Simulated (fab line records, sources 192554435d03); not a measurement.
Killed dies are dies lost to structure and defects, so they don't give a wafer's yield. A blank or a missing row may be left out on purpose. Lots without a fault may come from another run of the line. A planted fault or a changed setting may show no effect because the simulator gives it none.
A struck lot beside a sound one | flow n5_finfet | 16 steps out of a route of 1938
Sound: wafers L322.2, L322.3, L322.4. Struck: wafer L330.5. (L330.4, L330.6 of the same lot were not struck and are left out.) The cause comes at the end.
At each step with rows: each side's tool, then ch and its chambers, then its first start. Under that, the readings that differ: sound wafers | struck wafers | difference of the means | sigmas: that difference in standard deviations of wafers without a fault.
alike: readings whose means differ by less than 2 such deviations, and words and numbers that are the same on both sides. not compared: withheld readings, readings that some wafer has no value for, bounds like >300 that may hide the same value, and numbers for which the record gives no deviation and whose values overlap.
The two part at a step that has a row with sigmas, a row that says differs or no value, or rows on one side only. Numbers that don't overlap but have no deviation are shown without sigmas and don't part them. A reading that every wafer of one side lacks parts them only if that side has two wafers or more.

N5_BEOL_M1_CMP_52: polishes, stops on SiOC, t overpolish 6.8 s, target thk 40 nm.
  sound on cmp-01 ch 0,1,3, day 8 21:05; struck on cmp-01 ch 3, day 10 22:34
  reading                | sound    | struck | difference | sigmas
  time_to_endpoint_s (s) | 62 61 60 | 54     | -7         | -2
  alike: barrier_field_endpoint_s, motor_current_A, overpolish_run_s
N5_BEOL_M1_THK_MEAS_53: measures by xrf.
  sound on film_metro-02, day 8 21:23; struck on film_metro-02, day 10 22:53
  alike: M1_THK
N5_BEOL_M1_PRE_CLEAN_60: time 15 s.
  sound on cvd_co-02 ch 0,1, day 8 21:25; struck on cvd_co-01 ch 0, day 10 22:57
  alike: heater_power_w
  not compared: since_wet_clean_h, susceptor_temp_C
N5_BEOL_M1_CO_CAP_55: material Co, precursor CCTBA/H2, target thk 2 nm, time 102.1 s.
  sound on cvd_co-02 ch 0,1, day 8 21:28; struck on cvd_co-01 ch 0, day 10 23:00
  alike: heater_power_w, susceptor_temp_C
  not compared: since_wet_clean_h
then, 2 steps without rows for these wafers: N5_BEOL_M1_PRE_CLEAN_56 (time 15 s); N5_BEOL_M1_DEP_57 (deposits SiCN from 3MS/NH3, target thk 8 nm, time 14 s).
N5_BEOL_M1_RS_MEAS_58: measures by four-point-probe.
  sound on film_metro-02, day 8 21:39; struck on film_metro-02, day 10 23:09
  alike: M1_RS
N5_BEOL_M1_INSPECT_59: inspects for defects (darkfield).
  sound on defect_inspect-01, day 8 21:40; struck on defect_inspect-01, day 10 23:11
  alike: raw_defect_count
then, 1 step without rows for these wafers: N5_BEOL_M2_ILD_DEP_00 (deposits SiOC from DEMS/O2, target thk 79 nm, time 15.3 s).
N5_BEOL_M2_THK_MEAS_01:
  sound on film_metro-02, day 8 21:47; struck on film_metro-02, day 10 23:17
  alike: M2_ILD_THK
N5_BEOL_M2_PECVD_72: deposits SiO2 from TEOS/O2, target thk 16 nm, time 18 s.
  sound on pecvd-04 ch 0,1,2, day 8 21:49; struck on pecvd-03 ch 2, day 10 23:20
  alike: heater_power_w, showerhead_plenum_p_Torr, showerhead_vpp_V, susceptor_temp_C, throttle_valve_pct
  not compared: since_wet_clean_h
N5_BEOL_M2_HM_DEP_02: deposits TiN, target thk 20 nm.
  sound on pvd_sputter-03, day 8 22:12; struck on pvd_sputter-01, day 11 01:12
  alike: susceptor_temp_C, throttle_valve_pct
N5_BEOL_M2_COAT_61: time 60 s, resist thk 60 nm.
  sound on litho_track-02 ch 0, day 8 22:19; struck on litho_track-02 ch 0, day 11 01:20
  reading          | sound             | struck | difference | sigmas
  run_length_s (s) | 66.39 66.22 66.30 | 77.68  | +11.38     | +49
  alike: heater_power_total_W
then, 1 step without rows for these wafers: N5_BEOL_M2_COAT_62 (time 60 s, resist thk 12 nm).
N5_BEOL_M4_RC_MEAS_101:
  sound on prober-02 ch 0, day 10 08:39; struck on prober-02 ch 0, day 12 09:52
  alike: DIBL_N, DIBL_P, IOFF_N, IOFF_P, ION_N, ION_P, SS_N, SS_P, VT_N, VT_P
-- the record jumps here: 4 days lie between the struck wafers' starts before and after (it left off in module BEOL_M4 and takes up again in module PASSIVATION, whose first step shown is number 1936 of the route) --
N5_PASSIVATION_PROBE_49:
  sound on prober-01, day 14 23:14; struck on prober-01, day 16 20:01
  alike: defect_limited_yield, killed_at_M0_to_M3, killed_at_M4_up, killed_at_contacts, killed_at_front_end, killed_at_other, killed_dies, killed_on_rim, killed_open, killed_short, sort_bin_5_function, sort_bin_6_memory, sort_bin_8_speed, sort_n_pass, sort_yield_pct

WHERE THEY PART
First at N5_BEOL_M1_CMP_52; last, within this record, at N5_BEOL_M2_COAT_61. Later steps at which nothing parts them and some readings are alike: N5_BEOL_M4_RC_MEAS_101, N5_PASSIVATION_PROBE_49.

WHY: what the simulator had put in
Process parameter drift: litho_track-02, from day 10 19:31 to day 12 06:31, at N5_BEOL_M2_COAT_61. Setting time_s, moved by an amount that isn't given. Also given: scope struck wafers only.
